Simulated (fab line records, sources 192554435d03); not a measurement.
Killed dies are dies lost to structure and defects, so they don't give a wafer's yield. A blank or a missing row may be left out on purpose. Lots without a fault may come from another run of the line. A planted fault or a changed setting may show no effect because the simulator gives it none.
Chamber matching | flow n5_finfet | N5_DUMMY_GATE_STRIP_40 on rie_diel-01: 4 sister chambers
The step strips in CF4. 4 wafers are shown with their chamber, then 10 later ones without.

WAFERS WITH THEIR CHAMBER
wafer  | chamber | drypump_motor_current_A (A)
L078.5 | 0       | 6.0
L090.2 | 2       | 6.0
L092.1 | 3       | 5.0
L092.4 | 1       | 6.5

WAFERS WITHOUT THEIR CHAMBER
wafer  | drypump_motor_current_A (A)
L092.6 | 6.5
L093.1 | 5.9
L093.3 | 5.0
L093.5 | 5.9
L094.1 | 5.0
L094.2 | 6.0
L094.5 | 5.0
L097.2 | 6.0
L097.3 | 6.0
L097.6 | 6.5

WHICH CHAMBER EACH WENT THROUGH
wafer  | from the rows above     | in truth
L092.6 | 1                       | 1
L093.1 | can't be placed: 0 or 2 | 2
L093.3 | 3                       | 3
L093.5 | can't be placed: 0 or 2 | 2
L094.1 | 3                       | 3
L094.2 | can't be placed: 0 or 2 | 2
L094.5 | 3                       | 3
L097.2 | can't be placed: 0 or 2 | 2
L097.3 | can't be placed: 0 or 2 | 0
L097.6 | 1                       | 1
Placed correctly: 5 of 10. Can't be placed from these rows: 5 (the true chamber is among the candidates in 5). Placed wrongly: 0.
How it was worked out, from the rows above alone: a wafer's distance from a chamber is the root of the sum, over the readings, of the square of ((its reading less the chamber's mean) divided by the reading's scatter). The wafer belongs to the nearest chamber; if the next one is less than 2 further off, it can't be placed. A chamber's mean is the mean of its shown wafers. The scatter: with one shown wafer a chamber, the root of the mean of the squares of how far each hidden wafer lies from its nearest shown one.
